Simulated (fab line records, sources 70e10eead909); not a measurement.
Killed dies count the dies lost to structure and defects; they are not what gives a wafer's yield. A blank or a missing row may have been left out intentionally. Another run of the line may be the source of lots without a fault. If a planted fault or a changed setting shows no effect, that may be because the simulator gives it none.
Matching of chambers -- flow nand-harc -- NHARC_A_STAIRCASE_ETCH_190 on rie-diel-02 has 4 sister chambers
The step etches the open film in C4F8/O2, target depth 100 nm, time 40.5 s. 8 wafers are shown with their chamber, then 7 later ones without.

EACH WAFER AND ITS CHAMBER
wafer,chamber,rf-vpp-V (V),oes-product-au (a.u.)
L860.1,0,906,0.926
L862.2,3,887,0.941
L862.4,3,888,0.942
L862.6,0,904,0.947
L877.3,2,899,0.942
L877.6,2,897,0.944
L878.3,1,898,0.950
L878.5,1,898,0.943

WAFERS WITHOUT THEIR CHAMBER
wafer,rf-vpp-V (V),oes-product-au (a.u.)
L878.6,905,0.950
L879.2,905,0.923
L879.3,899,0.924
L879.5,905,0.923
L880.1,900,0.930
L880.2,906,0.957
L880.4,905,0.950

EACH ONE'S CHAMBER
wafer,from the rows above,in truth
L878.6,0,0
L879.2,0,0
L879.3,can't be placed: 2 or 1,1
L879.5,0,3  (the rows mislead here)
L880.1,can't be placed: 2 or 1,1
L880.2,0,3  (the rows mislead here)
L880.4,0,0
Correct placement for 3 of the 7. From these rows, 2 cannot be placed; in 2 the true chamber is one of the candidates. Number placed wrongly: 2.
How it was worked out, from the rows above alone: a wafer's distance from a chamber is the root of the sum, over the readings, of the square of ((its reading less the chamber's mean) divided by the reading's scatter). If the next closest chamber is less than 2 further off than the closest, the wafer can't be placed; otherwise it belongs to the closest. Each chamber's mean is taken over the wafers shown for it. The scatter: the root of (the sum of the squares of (reading less its chamber's mean) over the shown wafers, divided by (wafers less chambers)).
